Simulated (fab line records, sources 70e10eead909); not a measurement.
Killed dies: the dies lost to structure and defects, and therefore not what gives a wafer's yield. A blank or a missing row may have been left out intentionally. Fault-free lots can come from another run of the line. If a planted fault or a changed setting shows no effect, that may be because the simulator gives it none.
Which tool did it?    flow nand-harc    13 lots with 39 wafers sampled at 5 steps, on a route of 1159 steps

## WHAT THE GAUGES SHOWED, per wafer
NHARC_A_ZERO_WELL_INSPECT_17. Usual: 11 for raw-defect-count, sd 5.2.
lot   measured      on                 raw-defect-count  flag
L822  day 7 02:01   defect-inspect-02  4 7 10            
L824  day 7 06:10   defect-inspect-02  4 15 10           
L825  day 7 14:20   defect-inspect-01  11 15 15          
L827  day 8 01:34   defect-inspect-01  10 10 9           
L835  day 9 23:12   defect-inspect-02  14 5 14           
L832  day 9 23:56   defect-inspect-02  15 11 12          
L833  day 10 00:34  defect-inspect-01  17 11 14          
L834  day 10 15:53  defect-inspect-01  11 16 19          
L836  day 10 16:35  defect-inspect-01  8 12 18           
L840  day 11 01:07  defect-inspect-01  7 9 12            
L839  day 11 06:56  defect-inspect-02  6 11 6            
L843  day 12 06:58  defect-inspect-01  12 10 9           
L844  day 12 14:52  defect-inspect-01  8 13 21           

NHARC_A_ONON_D1_THK_MEAS_11: measures by ellipsometry. Usual: 1001 nm for thk-nm, sd 10.
lot   measured      on             thk-nm (nm)     flag
L822  day 7 23:46   film-metro-01  1008 1007 1009  
L824  day 8 07:05   film-metro-01  999 998 998     
L825  day 8 18:46   film-metro-02  1011 1011 1010  
L827  day 9 01:11   film-metro-02  981 981 982     
L835  day 10 22:28  film-metro-01  989 990 992     
L832  day 10 22:15  film-metro-01  992 967 992     
L833  day 10 22:07  film-metro-02  999 1001 998    
L834  day 11 14:50  film-metro-02  1009 1008 1009  
L836  day 11 14:59  film-metro-01  989 988 988     
L840  day 12 00:02  film-metro-02  1027 1028 1028  
L839  day 12 09:22  film-metro-01  997 1001 998    
L843  day 13 04:32  film-metro-02  1002 1001 1000  
L844  day 13 13:53  film-metro-01  1000 999 999    

## WHAT TOOL EACH LOT RAN ON (gives the tool, then ch and the chambers of the sampled wafers, and finally the start)
lot   NHARC_P_BONDPAD_ETCH_12                        NHARC_A_ZERO_WELL_ETCH_19           NHARC_A_ONON_D1_DEP_09
L822  rie-diel-04 ch 1,2,3, day 7 00:44 or earlier   rie-diel-06 ch 1,2, day 7 00:44     pecvd-onon-02 ch 0, day 7 23:15
L824  rie-diel-04 ch 0,2, day 7 04:45 or earlier     rie-diel-08 ch 0,1, day 7 04:45     pecvd-onon-01 ch 0, day 8 06:38
L825  rie-diel-04 ch 0,2, day 7 13:07 or earlier     rie-diel-08 ch 0,2,3, day 7 13:07   pecvd-onon-04 ch 0, day 8 18:15
L827  rie-diel-04 ch 0,1, day 8 00:05 or earlier     rie-diel-08 ch 0,3, day 8 00:05     pecvd-onon-01 ch 0, day 9 00:47
L835  rie-diel-13 ch 0,1,3, day 9 21:59 or earlier   rie-diel-08 ch 0,1,2, day 9 21:59   pecvd-onon-02 ch 0, day 10 22:05
L832  rie-diel-04 ch 0,1,3, day 9 22:44 or earlier   rie-diel-08 ch 1,2,3, day 9 22:44   pecvd-onon-01 ch 0, day 10 21:55
L833  rie-diel-02 ch 0,1,2, day 9 23:21 or earlier   rie-diel-08 ch 1,2,3, day 9 23:21   pecvd-onon-02 ch 0, day 10 21:37
L834  rie-diel-04 ch 0,2, day 10 14:41 or earlier    rie-diel-08 ch 0,2,3, day 10 14:41  pecvd-onon-04 ch 0, day 11 14:19
L836  rie-diel-04 ch 0,1,3, day 10 15:23 or earlier  rie-diel-08 ch 1,2,3, day 10 15:23  pecvd-onon-02 ch 0, day 11 14:29
L840  rie-diel-04 ch 1,2, day 10 23:52 or earlier    rie-diel-08 ch 0,1,2, day 10 23:52  pecvd-onon-04 ch 0, day 11 23:32
L839  rie-diel-04 ch 0,1,3, day 11 05:43 or earlier  rie-diel-08 ch 0,1,2, day 11 05:43  pecvd-onon-02 ch 0, day 12 08:55
L843  rie-diel-04 ch 0,1,2, day 12 05:32 or earlier  rie-diel-05 ch 0,1,2, day 12 05:32  pecvd-onon-04 ch 0, day 13 04:04
L844  rie-diel-13 ch 0,2,3, day 12 13:30 or earlier  rie-diel-08 ch 0,2, day 12 13:30    pecvd-onon-01 ch 0, day 13 13:23
- NHARC_P_BONDPAD_ETCH_12: etches the open film in CHF3/O2, target depth 200 nm, time 100 s.
- NHARC_A_ZERO_WELL_ETCH_19: etches the open film in N2/H2, target depth 80 nm, overetch 24 nm, time 87.88 s.
- NHARC_A_ONON_D1_DEP_09: target thk 1000 nm.

## WHAT THE TOOLS THEMSELVES READ (means of the sampled wafers that have a number; where no wafer has one, the mark that the record gives instead)
NHARC_P_BONDPAD_ETCH_12. Usual: drypump-motor-current-A 5.8 A, standard deviation 0.3; oes-product-au 0.946 a.u., standard deviation 0.026; rf-vpp-V 370.2 V, standard deviation 2.4; showerhead-plenum-p-Torr 2.39 Torr, standard deviation 0.11; throttle-valve-pct 20.574 %, standard deviation 0.0094.
lot   tool         drypump-motor-current-A (A)  oes-product-au (a.u.)  rf-vpp-V (V)  showerhead-plenum-p-Torr (Torr)  throttle-valve-pct (%)  flag
L822  rie-diel-04  6.0                          0.972                  371.5         2.45                             20.573                  
L824  rie-diel-04  6.1                          0.980                  370.0         2.38                             20.567                  
L825  rie-diel-04  5.8                          0.916                  368.7         2.32                             20.577                  
L827  rie-diel-04  5.7                          0.966                  368.4         2.34                             20.583                  
L835  rie-diel-13  5.7                          0.960                  369.1         2.35                             20.575                  
L832  rie-diel-04  5.8                          0.922                  370.0         2.39                             20.573                  
L833  rie-diel-02  5.5                          0.963                  369.3         2.34                             20.574                  
L834  rie-diel-04  6.0                          0.926                  369.4         2.37                             20.582                  
L836  rie-diel-04  5.8                          0.970                  369.3         2.39                             20.568                  
L840  rie-diel-04  5.9                          0.917                  370.1         2.38                             20.578                  
L839  rie-diel-04  5.8                          0.924                  369.7         2.39                             20.562                  
L843  rie-diel-04  5.8                          0.973                  370.3         2.35                             20.570                  
L844  rie-diel-13  5.5                          0.920                  369.3         2.32                             20.586                  

NHARC_A_ZERO_WELL_ETCH_19. Usual: drypump-motor-current-A 5.64 A, standard deviation 0.2; oes-product-au 0.997 a.u., standard deviation 0.0072; rf-vpp-V 431.1 V, standard deviation 2.1; showerhead-plenum-p-Torr 2.06 Torr, standard deviation 0.075; throttle-valve-pct 14.172 %, standard deviation 0.0087.
lot   tool         drypump-motor-current-A (A)  oes-product-au (a.u.)  rf-vpp-V (V)  showerhead-plenum-p-Torr (Torr)  throttle-valve-pct (%)  flag
L822  rie-diel-06  5.75                         1.000                  432.0         2.09                             14.175                  
L824  rie-diel-08  5.62                         0.992                  432.1         2.07                             14.180                  
L825  rie-diel-08  5.70                         0.997                  431.1         2.05                             14.166                  
L827  rie-diel-08  5.61                         1.003                  430.1         2.01                             14.175                  
L835  rie-diel-08  5.70                         0.999                  432.3         2.08                             14.179                  
L832  rie-diel-08  5.57                         1.003                  430.5         2.04                             14.178                  
L833  rie-diel-08  5.58                         0.995                  430.8         2.04                             14.169                  
L834  rie-diel-08  5.69                         0.994                  430.8         2.05                             14.174                  
L836  rie-diel-08  5.58                         1.002                  430.1         2.03                             14.174                  
L840  rie-diel-08  5.69                         0.999                  431.7         2.08                             14.169                  
L839  rie-diel-08  5.70                         0.991                  431.4         2.08                             14.176                  
L843  rie-diel-05  5.68                         0.999                  430.3         2.03                             14.168                  
L844  rie-diel-08  5.79                         1.004                  431.9         2.10                             14.169                  

## THE ANSWER, worked out from the rows above alone
Rule: take the mean of a lot's wafers that have a number; if it is more than 3 standard deviations from the usual mean, the lot is off. A lot without any number at a reading at which 4 lots or more have one is off too. All remaining lots with rows at the step are treated as sound. The gauges are gone through in route order, then the tools' own readings, and for those a lot's mean is taken as printed above. At the first step where some lot is off, the reading lying furthest off is the one used; lots without a number count as furthest.
Nothing can be told from this: no lot is off at any reading shown.

## WHAT THE SIMULATOR HAD PUT IN
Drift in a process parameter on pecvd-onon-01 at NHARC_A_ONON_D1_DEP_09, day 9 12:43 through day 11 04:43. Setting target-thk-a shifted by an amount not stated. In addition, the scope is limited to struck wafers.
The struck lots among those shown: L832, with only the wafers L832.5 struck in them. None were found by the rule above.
